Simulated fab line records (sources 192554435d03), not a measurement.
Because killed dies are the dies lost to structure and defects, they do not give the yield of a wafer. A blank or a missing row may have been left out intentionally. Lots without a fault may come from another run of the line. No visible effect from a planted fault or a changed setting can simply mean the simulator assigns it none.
Which of the tools did it? | flow n5 finfet | Sampling: 21 lots, 63 wafers, 3 of 1938 route steps

## WHAT THE GAUGES READ, wafer by wafer
N5_BEOL_M2_CD_MEAS_18: pitch 36 nm, target cd 18 nm. Usual: 18.0 nm for cd nm, sd 0.4.
lot  | measured     | on        | cd nm (nm)     | flag
L074 | day 6 17:55  | cd sem-02 | 17.8 18.0 18.1 |
L075 | day 6 18:51  | cd sem-01 | 17.6 18.2 17.7 |
L076 | day 6 23:59  | cd sem-01 | 17.6 17.9 17.2 |
L077 | day 7 07:11  | cd sem-01 | 17.1 17.6 17.8 |
L078 | day 8 09:30  | cd sem-03 | 17.7 18.5 17.8 |
L079 | day 8 12:44  | cd sem-01 | 18.2 17.3 18.2 |
L080 | day 8 13:25  | cd sem-03 | 17.0 17.6 17.8 |
L082 | day 8 13:48  | cd sem-02 | 18.5 17.1 18.6 |
L083 | day 8 18:08  | cd sem-03 | 17.6 17.6 17.8 |
L084 | day 8 19:44  | cd sem-02 | 17.9 18.6 17.3 |
L085 | day 9 03:57  | cd sem-01 | 18.7 17.5 18.2 |
L086 | day 9 18:03  | cd sem-01 | 18.9 18.4 17.7 |
L087 | day 9 22:31  | cd sem-02 | 17.9 18.8 18.3 |
L089 | day 10 07:01 | cd sem-02 | 18.0 17.3 18.0 |
L091 | day 11 03:16 | cd sem-03 | 17.8 18.8 18.1 |
L092 | day 11 03:29 | cd sem-03 | 18.0 18.1 17.4 |
L093 | day 11 12:20 | cd sem-01 | 18.4 18.0 18.1 |
L094 | day 11 16:32 | cd sem-03 | 17.6 18.4 18.0 |
L095 | day 12 01:53 | cd sem-02 | 18.2 18.6 17.8 |
L096 | day 12 02:23 | cd sem-03 | 18.3 18.1 18.9 |
L097 | day 12 09:34 | cd sem-02 | 18.5 18.5 17.3 |

## EACH LOT AND THE TOOL THAT RAN IT (in order: tool; ch and the chambers of the sampled wafers; start)
lot  | N5_BEOL_M2_ETCH_74                 | N5_BEOL_M2_STRIP_66
L074 | rie diel-02 ch 0,3, day 6 17:26    | rie diel-02 ch 0,3, day 6 17:37
L075 | rie diel-04 ch 0,1,2, day 6 18:23  | rie diel-04 ch 0,1,2, day 6 18:34
L076 | rie diel-01 ch 0,1, day 6 23:35    | rie diel-01 ch 0,1, day 6 23:46
L077 | rie diel-02 ch 0,1, day 7 06:41    | rie diel-02 ch 0,1, day 7 06:52
L078 | rie diel-04 ch 0,2, day 8 09:06    | rie diel-04 ch 0,2, day 8 09:16
L079 | rie diel-01 ch 0,1,2, day 8 12:17  | rie diel-01 ch 0,1,2, day 8 12:28
L080 | rie diel-04 ch 0,1, day 8 12:58    | rie diel-04 ch 0,1, day 8 13:08
L082 | rie diel-02 ch 0,1,2, day 8 13:23  | rie diel-02 ch 0,1,2, day 8 13:34
L083 | rie diel-01 ch 1,2, day 8 17:45    | rie diel-01 ch 1,2, day 8 17:55
L084 | rie diel-02 ch 0,1,2, day 8 19:19  | rie diel-02 ch 0,1,2, day 8 19:29
L085 | rie diel-02 ch 0,1,3, day 9 03:33  | rie diel-02 ch 0,1,3, day 9 03:44
L086 | rie diel-02 ch 1,2,3, day 9 17:25  | rie diel-02 ch 1,2,3, day 9 17:35
L087 | rie diel-02 ch 1,3, day 9 21:59    | rie diel-02 ch 1,3, day 9 22:10
L089 | rie diel-04 ch 0,1,3, day 10 06:37 | rie diel-04 ch 0,1,3, day 10 06:47
L091 | rie diel-01 ch 0,1,3, day 11 02:50 | rie diel-01 ch 0,1,3, day 11 03:00
L092 | rie diel-04 ch 1,2,3, day 11 03:05 | rie diel-04 ch 1,2,3, day 11 03:16
L093 | rie diel-04 ch 1,2,3, day 11 11:47 | rie diel-04 ch 1,2,3, day 11 11:58
L094 | rie diel-02 ch 0,2, day 11 16:07   | rie diel-02 ch 0,2, day 11 16:18
L095 | rie diel-02 ch 0,1,2, day 12 01:29 | rie diel-02 ch 0,1,2, day 12 01:39
L096 | rie diel-02 ch 0,1,3, day 12 01:59 | rie diel-02 ch 0,1,3, day 12 02:10
L097 | rie diel-02 ch 1,2,3, day 12 09:09 | rie diel-02 ch 1,2,3, day 12 09:20
- N5_BEOL_M2_ETCH_74: etches underlayer in N2/H2, target depth 6.5 nm, time 5.2 s.
- N5_BEOL_M2_STRIP_66: strips in CF4.

## WHAT THE TOOLS THEMSELVES READ (means of the sampled wafers that have a number; where no wafer has one, the mark that the record gives instead)
N5_BEOL_M2_ETCH_74. Usual: drypump motor current A 5.9 A, standard deviation 0.57; etch rf on time s 5.19 s, standard deviation 0.12; oes product au 0.64 a.u., standard deviation 0.047; rf vpp V 523.7 V, standard deviation 2.4; showerhead plenum p Torr 2.53 Torr, standard deviation 0.071; throttle valve pct 18.03 %, standard deviation 0.28.
lot  | tool        | drypump motor current A (A) | etch rf on time s (s) | oes product au (a.u.) | rf vpp V (V) | showerhead plenum p Torr (Torr) | throttle valve pct (%) | flag
L074 | rie diel-02 | 5.2                         | 5.17                  | 0.63                  | 524.5        | 2.57                            | 18.29                  |
L075 | rie diel-04 | 6.3                         | 5.13                  | 0.67                  | 521.7        | 2.47                            | 17.97                  |
L076 | rie diel-01 | 5.4                         | 5.23                  | 0.72                  | 525.8        | 2.57                            | 17.60                  |
L077 | rie diel-02 | 6.3                         | 5.21                  | 0.61                  | 525.4        | 2.57                            | 18.19                  |
L078 | rie diel-04 | 6.6                         | 5.18                  | 0.66                  | 520.4        | 2.43                            | 17.93                  |
L079 | rie diel-01 | 5.3                         | 5.32                  | 0.69                  | 523.7        | 2.54                            | 17.66                  |
L080 | rie diel-04 | 6.3                         | 5.31                  | 0.61                  | 522.8        | 2.48                            | 18.24                  |
L082 | rie diel-02 | 6.0                         | 5.22                  | 0.62                  | 525.3        | 2.60                            | 18.07                  |
L083 | rie diel-01 | 5.3                         | 5.24                  | 0.68                  | 523.8        | 2.51                            | 17.73                  |
L084 | rie diel-02 | 6.0                         | 5.24                  | 0.62                  | 524.2        | 2.60                            | 18.09                  |
L085 | rie diel-02 | 5.7                         | 5.23                  | 0.61                  | 523.6        | 2.56                            | 18.28                  |
L086 | rie diel-02 | 5.8                         | 5.11                  | 0.62                  | 523.1        | 2.57                            | 18.14                  |
L087 | rie diel-02 | 5.5                         | 5.10                  | 0.61                  | 523.8        | 2.53                            | 18.32                  |
L089 | rie diel-04 | 6.0                         | 5.26                  | 0.61                  | 520.5        | 2.44                            | 18.21                  |
L091 | rie diel-01 | 5.7                         | 5.27                  | 0.69                  | 524.2        | 2.57                            | 17.60                  |
L092 | rie diel-04 | 5.8                         | 5.18                  | 0.65                  | 521.9        | 2.47                            | 18.05                  |
L093 | rie diel-04 | 5.8                         | 5.21                  | 0.65                  | 522.1        | 2.47                            | 18.04                  |
L094 | rie diel-02 | 5.7                         | 5.22                  | 0.72                  | 525.4        | 2.61                            | 17.85                  |
L095 | rie diel-02 | 6.0                         | 5.19                  | 0.66                  | 524.3        | 2.59                            | 18.00                  |
L096 | rie diel-02 | 5.7                         | 5.16                  | 0.65                  | 524.8        | 2.55                            | 18.17                  |
L097 | rie diel-02 | 5.8                         | 5.10                  | 0.61                  | 525.1        | 2.55                            | 18.18                  |

N5_BEOL_M2_STRIP_66. Usual: drypump motor current A 5.9 A, standard deviation 0.57; oes product au 0.74 a.u., standard deviation 0.054; rf vpp V 270.9 V, standard deviation 1.4; showerhead plenum p Torr 1.79 Torr, standard deviation 0.045; throttle valve pct 13.76 %, standard deviation 0.27.
lot  | tool        | drypump motor current A (A) | oes product au (a.u.) | rf vpp V (V) | showerhead plenum p Torr (Torr) | throttle valve pct (%) | flag
L074 | rie diel-02 | 5.2                         | 0.73                  | 271.8        | 1.82                            | 14.01                  |
L075 | rie diel-04 | 6.3                         | 0.77                  | 270.0        | 1.75                            | 13.74                  |
L076 | rie diel-01 | 5.4                         | 0.83                  | 271.5        | 1.81                            | 13.39                  |
L077 | rie diel-02 | 6.3                         | 0.72                  | 271.7        | 1.81                            | 13.84                  |
L078 | rie diel-04 | 6.6                         | 0.75                  | 269.4        | 1.72                            | 13.75                  |
L079 | rie diel-01 | 5.3                         | 0.81                  | 270.1        | 1.79                            | 13.47                  |
L080 | rie diel-04 | 6.3                         | 0.71                  | 269.8        | 1.75                            | 14.02                  |
L082 | rie diel-02 | 6.0                         | 0.72                  | 271.9        | 1.83                            | 13.79                  |
L083 | rie diel-01 | 5.2                         | 0.79                  | 270.2        | 1.76                            | 13.50                  |
L084 | rie diel-02 | 6.0                         | 0.71                  | 270.9        | 1.83                            | 13.79                  |
L085 | rie diel-02 | 5.7                         | 0.71                  | 271.3        | 1.80                            | 13.96                  |
L086 | rie diel-02 | 5.8                         | 0.72                  | 271.0        | 1.80                            | 13.85                  |
L087 | rie diel-02 | 5.5                         | 0.71                  | 270.7        | 1.79                            | 14.01                  |
L089 | rie diel-04 | 6.0                         | 0.71                  | 269.9        | 1.73                            | 13.96                  |
L091 | rie diel-01 | 5.7                         | 0.80                  | 271.6        | 1.80                            | 13.37                  |
L092 | rie diel-04 | 5.8                         | 0.75                  | 269.6        | 1.75                            | 13.76                  |
L093 | rie diel-04 | 5.8                         | 0.75                  | 270.9        | 1.75                            | 13.77                  |
L094 | rie diel-02 | 5.7                         | 0.84                  | 272.7        | 1.84                            | 13.52                  |
L095 | rie diel-02 | 6.0                         | 0.76                  | 271.3        | 1.82                            | 13.67                  |
L096 | rie diel-02 | 5.7                         | 0.76                  | 271.2        | 1.80                            | 13.83                  |
L097 | rie diel-02 | 5.8                         | 0.70                  | 272.8        | 1.80                            | 13.91                  |

## THE ANSWER, worked out from the rows above alone
Rule: a lot is off if the mean of its wafers that have a number lies more than 3 standard deviations from the usual mean. A lot without any number at a reading at which 4 lots or more have one is off too. Where the step has rows for the other lots, those lots are counted as sound. First the gauges in route order, then the tools' own readings, where a lot's mean is used as printed above. The first step at which some lot is off is used, and at that step the reading that is off furthest; a lot without a number counts as furthest.
No lot is off on any of the readings shown, so nothing can be concluded from this.

## WHAT THE SIMULATOR HAD PUT IN
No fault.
